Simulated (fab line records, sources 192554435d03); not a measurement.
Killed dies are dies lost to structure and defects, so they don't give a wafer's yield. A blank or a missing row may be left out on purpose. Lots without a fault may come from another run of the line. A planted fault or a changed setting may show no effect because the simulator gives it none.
A struck lot beside a sound one | flow n5_finfet | 32 steps out of a route of 1938
Sound: wafers L248.1, L248.5, L248.6. Struck: wafer L260.1. (L260.5 of the same lot was not struck and is left out.) The cause comes at the end.
At each step with rows: each side's tool, then ch and its chambers, then its first start. Under that, the readings that differ: sound wafers | struck wafers | difference of the means | sigmas: that difference in standard deviations of wafers without a fault.
alike: readings whose means differ by less than 2 such deviations, and words and numbers that are the same on both sides. not compared: withheld readings, readings that some wafer has no value for, bounds like >300 that may hide the same value, and numbers for which the record gives no deviation and whose values overlap.
The two part at a step that has a row with sigmas, a row that says differs or no value, or rows on one side only. Numbers that don't overlap but have no deviation are shown without sigmas and don't part them. A reading that every wafer of one side lacks parts them only if that side has two wafers or more.

first, 2 steps without rows for these wafers: N5_BEOL_M11_PEB_26 (peb time 60 s); N5_BEOL_M11_DEVELOP_27 (develop time 30 s).
N5_BEOL_M11_CD_MEAS_28: target cd 70 nm.
  sound on cd_sem-02 ch 0, day 10 11:12; struck on cd_sem-03 ch 0, day 13 18:34
  alike: cd_nm
N5_BEOL_M11_OVL_MEAS_29:
  sound on overlay-01 ch 0, day 10 11:14; struck on overlay-01 ch 0, day 13 18:37
  alike: V10_OVL
N5_BEOL_M11_INSPECT_30: inspects for defects (brightfield).
  sound on defect_inspect-02, day 10 11:15; struck on defect_inspect-02, day 13 18:38
  alike: raw_defect_count
then, 4 steps without rows for these wafers: N5_BEOL_M11_DESCUM_33 (chemistry O2, time 7.9 s); N5_BEOL_M11_ETCH_65 (etches SiARC in CF4, target depth 39 nm, time 65 s); N5_BEOL_M11_ETCH_66 (etches SOC in N2/H2, target depth 120 nm, overetch 24 nm, time 180 s); N5_BEOL_M11_STRIP_69 (strips in N2/H2).
N5_BEOL_M11_VIA_ETCH_34: etches SiCOH lowk in C4F6/O2, target depth 184.5 nm, time 69.2 s.
  sound on rie_diel-04 ch 1,2,3, day 10 11:42; struck on rie_diel-03 ch 0, day 13 18:58
  alike: drypump_motor_current_A, oes_f_703_au, oes_product_au, rf_vpp_V, run_length_s, showerhead_plenum_p_Torr, throttle_valve_pct
  not compared: rf_hours_counter_h
then, 2 steps without rows for these wafers: N5_BEOL_M11_STRIP_73 (strips in C4F6/O2); N5_BEOL_M11_STRIP_36 (strips in N2/H2).
N5_BEOL_M11_TRENCH_ETCH_37: etches SiCOH lowk in C4F6/O2, target depth 148.83 nm, time 48 s.
  sound on rie_diel-04 ch 1,2,3, day 10 11:49; struck on rie_diel-03 ch 0, day 13 19:05
  reading                              | sound           | struck | difference | sigmas
  run_length_s (s)                     | 71.0 71.3 72.0  | 73.3   | +1.9       | +4
  model.BEOL_M11.feature_depth_nm (nm) | 145.2 149 148.2 | 158.8  | +11.3      |
  model.etch.depth_nm (nm)             | 145.3 149 148.2 | 158.9  | +11.4      |
  alike: drypump_motor_current_A, oes_f_703_au, oes_product_au, rf_vpp_V, showerhead_plenum_p_Torr, throttle_valve_pct
  not compared: rf_hours_counter_h
then, 2 steps without rows for these wafers: N5_BEOL_M11_ETCH_41 (etches SiCN in CH3F/O2, target depth 42.6 nm, time 86 s); N5_BEOL_M11_STRIP_77 (strips in N2/H2, time 10 s).
N5_BEOL_M11_OCD_MEAS_38:
  sound on ocd-02, day 10 11:59; struck on ocd-02, day 13 19:16
  reading              | sound       | struck | difference | sigmas
  trench_depth_nm (nm) | 145 149 148 | 159    | +12        | +4
then, 4 steps without rows for these wafers: N5_BEOL_M11_HM_STRIP_39 (strips TiN in peroxide tin strip, target depth 25 nm, time 158 s); N5_BEOL_M11_SRD_40 (time 30 s); N5_BEOL_M11_PRECLEAN_42 (cleans in residue remover, time 60 s); N5_BEOL_M11_SRD_43 (time 30 s).
N5_BEOL_M11_CD_MEAS_35: target cd 70 nm.
  sound on cd_sem-02, day 10 12:08; struck on cd_sem-01, day 13 19:25
  alike: cd_nm
N5_BEOL_M11_CURE_72: cures SiCOH lowk, time 120 s.
  sound on uv_cure-01 ch 2, day 10 12:16; struck on uv_cure-01 ch 1, day 13 19:30
  reading            | sound             | struck | difference | sigmas
  lamp_power_pct (%) | 52.32 52.38 52.29 | 52.21  | -0.12      | -2
  wafer_temp_C_max   | 372.2 373.7 371.5 | 370.8  | -1.7       | -3
N5_BEOL_M11_DEGAS_44: time 60 s.
  sound on pvd_sputter-01, day 10 14:48; struck on pvd_sputter-02, day 13 19:52
  alike: heater_power_w
N5_BEOL_M11_PRE_CLEAN_45: time 30 s.
  sound on pvd_sputter-01, day 10 14:50; struck on pvd_sputter-02, day 13 19:55
  alike: heater_power_w
then, 3 steps without rows for these wafers: N5_BEOL_M11_ALD_74 (deposits TaN, target thk 2 nm, pulse time 2 s, purge time 3 s); N5_BEOL_M11_SURFACE_TREAT_76; N5_BEOL_M11_CVD_75 (deposits Co from CCTBA/H2, target thk 2 nm, time 138.9 s).
N5_BEOL_M11_SPUTTER_48: material Cu, target thk 12 nm, time 2 s.
  sound on pvd_sputter-01, day 10 15:34; struck on pvd_sputter-03, day 13 20:40
  alike: throttle_valve_pct
then, 2 steps without rows for these wafers: N5_BEOL_M11_ECD_50 (material Cu, target thk 318 nm); N5_BEOL_M11_ANNEAL_51 (time 90 s).
N5_BEOL_M11_CMP_52: polishes, stops on SiCOH lowk, t overpolish 7 s, target thk 140 nm.
  sound on cmp-02 ch 0,1,3, day 10 16:13; struck on cmp-02 ch 2, day 13 21:31
  reading                                 | sound             | struck | difference | sigmas
  model.Cu_of_BEOL_M11_ECD_50.thk_nm (nm) | 136.4 140.4 138.6 | 150.2  | +11.7      |
  alike: barrier_field_endpoint_s, edge_zone_pressure_frac, motor_current_A, overpolish_run_s, time_to_endpoint_s
  not compared: pad_life_wafers
N5_BEOL_M11_THK_MEAS_53: measures by xrf.
  sound on film_metro-02, day 10 16:23; struck on film_metro-02, day 13 21:46
  reading      | sound       | struck | difference | sigmas
  M11_THK (nm) | 133 136 134 | 144    | +10        | +3

WHERE THEY PART
First at N5_BEOL_M11_TRENCH_ETCH_37; last, within this record, at N5_BEOL_M11_THK_MEAS_53.

WHY: what the simulator had put in
Process parameter drift: rie_diel-03, from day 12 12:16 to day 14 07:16, at N5_BEOL_M11_TRENCH_ETCH_37. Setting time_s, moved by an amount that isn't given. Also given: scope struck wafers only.
